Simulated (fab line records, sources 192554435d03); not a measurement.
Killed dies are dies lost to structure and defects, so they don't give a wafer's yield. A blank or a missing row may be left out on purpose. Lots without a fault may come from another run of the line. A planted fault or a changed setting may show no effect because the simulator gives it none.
Which tool did it? | flow n5_finfet | 15 lots, 41 wafers sampled, at 6 steps of a route of 1938

WHAT THE GAUGES READ, wafer by wafer
N5_MOL_CONTACT_COAG_INSPECT_97: inspects for defects (darkfield).
lot  | measured     | on                | raw_defect_count
L635 | day 5 08:50  | defect_inspect-02 | 55 28
L638 | day 6 03:01  | defect_inspect-02 | 53 28 31
L643 | day 7 08:30  | defect_inspect-01 | 48 23
L642 | day 7 11:32  | defect_inspect-01 | 49 46
L644 | day 7 14:29  | defect_inspect-01 | 65 85 48
L645 | day 7 20:56  | defect_inspect-01 | 36 36 55
L646 | day 8 10:13  | defect_inspect-01 | 39 43 39
L648 | day 8 18:17  | defect_inspect-01 | 67 40 57
L649 | day 8 21:17  | defect_inspect-02 | 38 34
L651 | day 9 10:10  | defect_inspect-01 | 47 25 42
L652 | day 9 15:27  | defect_inspect-02 | 24 20 33
L653 | day 9 21:36  | defect_inspect-01 | 49 80 65
L654 | day 10 09:25 | defect_inspect-02 | 77 38 65
L655 | day 10 12:23 | defect_inspect-01 | 40 41 40
L656 | day 10 16:08 | defect_inspect-02 | 44 28 32

N5_BEOL_M0_SAQP_CD_MEAS_29: target cd 14.4 nm.
lot  | measured     | on        | cd_nm (nm)
L635 | day 5 15:43  | cd_sem-02 | 15.00 15.32
L638 | day 6 11:22  | cd_sem-02 | 15.05 15.22 15.21
L643 | day 7 15:16  | cd_sem-02 | 15.17 15.63
L642 | day 7 16:19  | cd_sem-03 | 15.26 15.06
L644 | day 7 22:10  | cd_sem-03 | - - -
L645 | day 8 02:37  | cd_sem-02 | - - -
L646 | day 8 16:47  | cd_sem-01 | - - -
L648 | day 8 23:59  | cd_sem-02 | 15.04 15.25 15.32
L649 | day 9 04:32  | cd_sem-02 | 15.01 15.18
L651 | day 9 15:58  | cd_sem-03 | 15.46 14.97 15.43
L652 | day 9 20:43  | cd_sem-03 | 15.11 15.04 15.05
L653 | day 10 04:14 | cd_sem-03 | 14.82 15.47 14.95
L654 | day 10 16:49 | cd_sem-03 | 15.44 15.21 15.11
L655 | day 10 17:59 | cd_sem-03 | 15.01 14.82 14.97
L656 | day 10 22:44 | cd_sem-02 | 15.16 15.23 15.29

N5_BEOL_M4_RC_MEAS_101.
lot  | measured     | on        | DIBL_N (mV/V)  | DIBL_P (mV/V)  | IOFF_N (nA/um)    | IOFF_P (nA/um) | ION_N (uA/um) | ION_P (uA/um) | SS_N (mV/dec)  | SS_P (mV/dec)  | VT_N (mV)   | VT_P (mV)
L635 | day 7 17:10  | prober-02 | 36.1 35.2      | 36.0 35.2      | 0.141 0.130       | 0.21 0.21      | 667 660       | 462 457       | 71.5 71.2      | 73.7 73.0      | 249 254     | -247 -250
L638 | day 8 10:10  | prober-02 | 37.9 37.0 38.2 | 38.0 37.3 38.8 | 0.172 0.167 0.183 | 0.23 0.21 0.24 | 671 687 678   | 453 468 468   | 71.3 71.3 71.9 | 73.8 73.4 73.4 | 248 249 249 | -250 -255 -247
L643 | day 10 00:13 | prober-01 | 34.6 32.8      | 37.0 34.4      | 0.134 0.110       | 0.20 0.17      | 662 656       | 461 454       | 70.8 70.3      | 73.4 72.3      | 250 256     | -251 -253
L642 | day 9 19:46  | prober-02 | 36.9 34.2      | 37.5 34.6      | 0.174 0.129       | 0.19 0.16      | 687 671       | 463 457       | 70.3 70.6      | 73.3 72.7      | 246 250     | -253 -255
L648 | day 11 05:10 | prober-02 | 35.7 38.3 35.8 | 34.5 37.7 34.8 | 0.134 0.176 0.132 | 0.17 0.21 0.17 | 670 673 670   | 458 455 463   | 71.7 71.8 71.7 | 72.8 73.4 72.5 | 253 247 251 | -254 -252 -255
L649 | day 11 04:52 | prober-01 | 35.9 34.0      | 37.2 35.2      | 0.173 0.139       | 0.24 0.21      | 688 669       | 479 467       | 71.4 71.1      | 73.3 73.0      | 247 249     | -247 -246
L651 | day 11 18:11 | prober-01 | 34.8 35.3 37.7 | 34.4 34.9 37.7 | 0.121 0.127 0.165 | 0.16 0.18 0.22 | 659 656 684   | 447 450 467   | 72.1 71.2 72.6 | 72.9 73.7 73.5 | 254 255 248 | -252 -255 -250
L652 | day 11 23:42 | prober-02 | 35.3 35.5 34.6 | 36.1 36.0 34.9 | 0.131 0.128 0.117 | 0.18 0.18 0.18 | 668 655 656   | 458 453 451   | 71.2 71.2 70.8 | 72.4 73.1 72.8 | 254 254 256 | -252 -253 -255
L653 | day 12 12:35 | prober-01 | 34.2 32.4 35.3 | 35.2 33.0 35.9 | 0.127 0.109 0.142 | 0.21 0.17 0.21 | 662 669 674   | 454 465 462   | 71.2 70.9 71.5 | 72.6 72.1 73.1 | 249 255 251 | -250 -252 -248
L654 | day 13 04:34 | prober-01 | 37.2 35.0 37.4 | 37.6 36.0 38.0 | 0.173 0.147 0.176 | 0.25 0.22 0.26 | 663 679 680   | 463 469 468   | 72.2 71.2 71.8 | 74.2 73.3 73.6 | 250 250 249 | -246 -249 -248
L655 | day 12 21:56 | prober-01 | 36.2 35.3 33.4 | 35.1 34.8 32.4 | 0.164 0.142 0.119 | 0.17 0.17 0.15 | 657 652 659   | 449 449 455   | 71.5 71.8 71.1 | 72.7 73.9 72.6 | 255 252 254 | -254 -253 -254
L656 | day 14 04:58 | prober-01 | 39.4 37.1 38.6 | 41.1 38.3 40.0 | 0.240 0.195 0.217 | 0.30 0.24 0.27 | 672 690 692   | 459 467 474   | 72.8 71.8 72.3 | 74.9 73.8 74.6 | 245 245 245 | -246 -248 -246

WHICH TOOL RAN EACH LOT (tool, then ch and the chambers of the sampled wafers, then the start)
lot  | N5_MOL_CONTACT_COAG_STRIP_49         | N5_BEOL_M0_SAQP_ILD_DEP_01     | N5_BEOL_M0_SAQP_PECVD_97
L635 | plasma_asher-01 ch 0, day 5 04:19    | pecvd-03 ch 0,2, day 5 09:12   | pecvd-01 ch 2, day 5 10:44
L638 | plasma_asher-01 ch 0,1, day 5 22:57  | pecvd-04 ch 1,2, day 6 03:22   | pecvd-03 ch 0,2, day 6 05:26
L643 | plasma_asher-02 ch 0,1, day 7 04:30  | pecvd-04 ch 0,1, day 7 08:50   | pecvd-01 ch 0,2, day 7 10:57
L642 | plasma_asher-01 ch 0, day 7 05:14    | pecvd-03 ch 2, day 7 11:52     | pecvd-01 ch 1,2, day 7 12:11
L644 | plasma_asher-02 ch 0,1, day 7 08:01  | pecvd-04 ch 0,1, day 7 14:50   | pecvd-01 ch 1,2, day 7 16:35
L645 | plasma_asher-01 ch 0,1, day 7 17:00  | pecvd-03 ch 0,1, day 7 21:19   | pecvd-01 ch 0,2, day 7 21:51
L646 | plasma_asher-02 ch 0,1, day 8 06:16  | pecvd-03 ch 0,1,2, day 8 10:34 | pecvd-03 ch 0,1,2, day 8 12:29
L648 | plasma_asher-02 ch 0,1, day 8 14:19  | pecvd-03 ch 1,2, day 8 18:38   | pecvd-01 ch 0,1,2, day 8 19:22
L649 | plasma_asher-02 ch 0,1, day 8 16:28  | pecvd-01 ch 0,2, day 8 21:38   | pecvd-01 ch 0,2, day 8 23:24
L651 | plasma_asher-01 ch 0,1, day 9 06:04  | pecvd-03 ch 0,1, day 9 10:29   | pecvd-04 ch 0,1,2, day 9 11:46
L652 | plasma_asher-02 ch 0, day 9 11:30    | pecvd-03 ch 0,1, day 9 15:49   | pecvd-04 ch 1,2, day 9 16:40
L653 | plasma_asher-02 ch 0,1, day 9 17:39  | pecvd-03 ch 0,1,2, day 9 21:58 | pecvd-03 ch 0,1,2, day 9 23:23
L654 | plasma_asher-02 ch 0, day 10 05:26   | pecvd-03 ch 0,2, day 10 09:45  | pecvd-03 ch 0,1,2, day 10 11:53
L655 | plasma_asher-01 ch 0,1, day 10 05:35 | pecvd-01 ch 0,1, day 10 12:45  | pecvd-04 ch 0,2, day 10 13:38
L656 | plasma_asher-02 ch 0,1, day 10 12:11 | pecvd-03 ch 0,2, day 10 16:30  | pecvd-04 ch 0,1, day 10 18:37
- N5_MOL_CONTACT_COAG_STRIP_49: strips in N2/H2, time 30 s.
- N5_BEOL_M0_SAQP_ILD_DEP_01: deposits SiOC from DEMS/O2, target thk 45.419 nm, time 8.7 s.
- N5_BEOL_M0_SAQP_PECVD_97: deposits SiNx from SiH4/NH3/N2, target thk 23 nm, time 19.9 s.

WHAT THE TOOLS THEMSELVES READ (means of the sampled wafers that have a number; where no wafer has one, the mark that the record gives instead)
N5_MOL_CONTACT_COAG_STRIP_49.
lot  | tool            | drypump_motor_current_A (A) | heater_power_w (W)
L635 | plasma_asher-01 | 5.8                         | 326
L638 | plasma_asher-01 | 6.0                         | 328
L643 | plasma_asher-02 | 6.0                         | 325
L642 | plasma_asher-01 | 5.8                         | 334
L644 | plasma_asher-02 | 6.1                         | 330
L645 | plasma_asher-01 | 6.0                         | 325
L646 | plasma_asher-02 | 6.1                         | 331
L648 | plasma_asher-02 | 5.9                         | 314
L649 | plasma_asher-02 | 6.0                         | 326
L651 | plasma_asher-01 | 5.9                         | 331
L652 | plasma_asher-02 | 6.4                         | 348
L653 | plasma_asher-02 | 6.2                         | 332
L654 | plasma_asher-02 | 6.4                         | 345
L655 | plasma_asher-01 | 6.1                         | 326
L656 | plasma_asher-02 | 5.9                         | 310

N5_BEOL_M0_SAQP_ILD_DEP_01.
lot  | tool     | heater_power_w (W) | showerhead_plenum_p_Torr (Torr) | throttle_valve_pct (%)
L635 | pecvd-03 | 492                | 5.692                           | 11.7
L638 | pecvd-04 | 487                | 5.690                           | 11.8
L643 | pecvd-04 | 480                | 5.684                           | 11.3
L642 | pecvd-03 | 478                | 5.712                           | 11.2
L644 | pecvd-04 | 523                | 5.690                           | 11.5
L645 | pecvd-03 | 537                | 5.688                           | 11.9
L646 | pecvd-03 | 485                | 5.703                           | 11.8
L648 | pecvd-03 | 471                | 5.693                           | 11.7
L649 | pecvd-01 | 428                | 5.683                           | 12.1
L651 | pecvd-03 | 489                | 5.689                           | 12.5
L652 | pecvd-03 | 497                | 5.692                           | 12.0
L653 | pecvd-03 | 509                | 5.700                           | 11.9
L654 | pecvd-03 | 482                | 5.702                           | 11.6
L655 | pecvd-01 | 413                | 5.684                           | 12.9
L656 | pecvd-03 | 475                | 5.699                           | 11.7

N5_BEOL_M0_SAQP_PECVD_97.
lot  | tool     | chamber_pressure_Torr (Torr) | heater_power_outer_w (W) | heater_power_w (W) | showerhead_plenum_p_Torr (Torr) | throttle_valve_pct (%)
L635 | pecvd-01 | 1.506                        | 203                      | 412                | 5.16                            | 42.5
L638 | pecvd-03 | 1.500                        | 287                      | 528                | 5.17                            | 38.6
L643 | pecvd-01 | 1.500                        | 262                      | 484                | 5.09                            | 40.9
L642 | pecvd-01 | 1.501                        | 243                      | 468                | 5.16                            | 43.5
L644 | pecvd-01 | -                            | -                        | -                  | -                               | -
L645 | pecvd-01 | -                            | -                        | -                  | -                               | -
L646 | pecvd-03 | -                            | -                        | -                  | -                               | -
L648 | pecvd-01 | 1.497                        | 245                      | 464                | 5.10                            | 42.2
L649 | pecvd-01 | 1.498                        | 250                      | 474                | 5.08                            | 40.8
L651 | pecvd-04 | 1.499                        | 328                      | 542                | 5.10                            | 39.2
L652 | pecvd-04 | 1.501                        | 335                      | 574                | 5.12                            | 40.2
L653 | pecvd-03 | 1.502                        | 296                      | 555                | 5.15                            | 39.6
L654 | pecvd-03 | 1.501                        | 322                      | 573                | 5.15                            | 39.7
L655 | pecvd-04 | 1.500                        | 399                      | 613                | 5.13                            | 38.7
L656 | pecvd-04 | 1.498                        | 364                      | 586                | 5.10                            | 38.1

THE ANSWER, worked out from the rows above alone
Rule: what is usual is taken from the lots themselves. Put in order of their means at a reading, lots are off if they are a third of the lots or fewer, leave a main group of 4 or more, and stand apart from it by a gap of 3 or more times the standard deviation of the main group's means; of several such gaps the widest counts. A main group whose means are all the same, to the digits that the tables above print for the reading, isn't used. A lot without any number at a reading at which 4 lots or more have one is off too. The other lots that the step has rows for count as sound. The gauges are gone through in route order, then the tools' own readings, and for those a lot's mean is taken as printed above. The first step at which some lot is off is used, and at that step the reading that is off furthest; a lot without a number counts as furthest.
Off: L644, L645, L646, at N5_BEOL_M0_SAQP_CD_MEAS_29 (cd_nm). Without a number there: L644, L645, L646. The main group: mean 15.17 nm, standard deviation 0.11.
A tool fits if, at a process step before that reading, it ran every lot that is off, and no sound lot after the first of them. The gauges at N5_BEOL_M0_SAQP_CD_MEAS_29 aren't tried: what is off there is off at N5_BEOL_M0_SAQP_PECVD_97 too, on other tools, and a gauge's error can't cause that. None of those tried fits.

WHAT THE SIMULATOR HAD PUT IN
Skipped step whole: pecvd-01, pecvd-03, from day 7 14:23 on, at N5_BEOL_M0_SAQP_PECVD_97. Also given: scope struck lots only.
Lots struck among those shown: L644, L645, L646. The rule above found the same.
